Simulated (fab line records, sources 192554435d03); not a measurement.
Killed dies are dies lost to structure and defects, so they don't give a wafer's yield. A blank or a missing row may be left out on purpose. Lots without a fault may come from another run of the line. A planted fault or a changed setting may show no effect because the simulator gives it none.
Chamber matching | flow n5_finfet | N5_BEOL_M11_ETCH_65 on rie_diel-02: 4 sister chambers
The step etches SiARC in CF4, target depth 39 nm, time 65 s. 8 wafers are shown with their chamber, then 10 later ones without.

WAFERS WITH THEIR CHAMBER
wafer  | chamber | showerhead_plenum_p_Torr (Torr) | drypump_motor_current_A (A)
L076.6 | 0       | 1.99                            | 5.7
L079.2 | 0       | 1.99                            | 5.7
L083.1 | 3       | 2.19                            | 6.0
L083.5 | 3       | 2.19                            | 6.0
L085.4 | 1       | 2.11                            | 5.4
L085.5 | 2       | 2.06                            | 5.6
L091.2 | 2       | 2.06                            | 5.7
L091.5 | 1       | 2.10                            | 5.5

WAFERS WITHOUT THEIR CHAMBER
wafer  | showerhead_plenum_p_Torr (Torr) | drypump_motor_current_A (A)
L091.6 | 2.19                            | 6.0
L093.2 | 2.10                            | 5.5
L093.3 | 2.19                            | 6.0
L093.4 | 2.06                            | 5.7
L095.1 | 1.98                            | 5.7
L095.2 | 2.10                            | 5.5
L095.3 | 2.19                            | 6.1
L095.4 | 2.06                            | 5.7
L095.5 | 1.98                            | 5.7
L095.6 | 2.19                            | 6.0

WHICH CHAMBER EACH WENT THROUGH
wafer  | from the rows above | in truth
L091.6 | 3                   | 3
L093.2 | 1                   | 1
L093.3 | 3                   | 3
L093.4 | 2                   | 2
L095.1 | 0                   | 0
L095.2 | 1                   | 1
L095.3 | 3                   | 3
L095.4 | 2                   | 2
L095.5 | 0                   | 0
L095.6 | 3                   | 3
Placed correctly: 10 of 10. Can't be placed from these rows: 0. Placed wrongly: 0.
How it was worked out, from the rows above alone: a wafer's distance from a chamber is the root of the sum, over the readings, of the square of ((its reading less the chamber's mean) divided by the reading's scatter). The wafer belongs to the nearest chamber; if the next one is less than 2 further off, it can't be placed. A chamber's mean is the mean of its shown wafers. The scatter: the root of (the sum of the squares of (reading less its chamber's mean) over the shown wafers, divided by (wafers less chambers)).
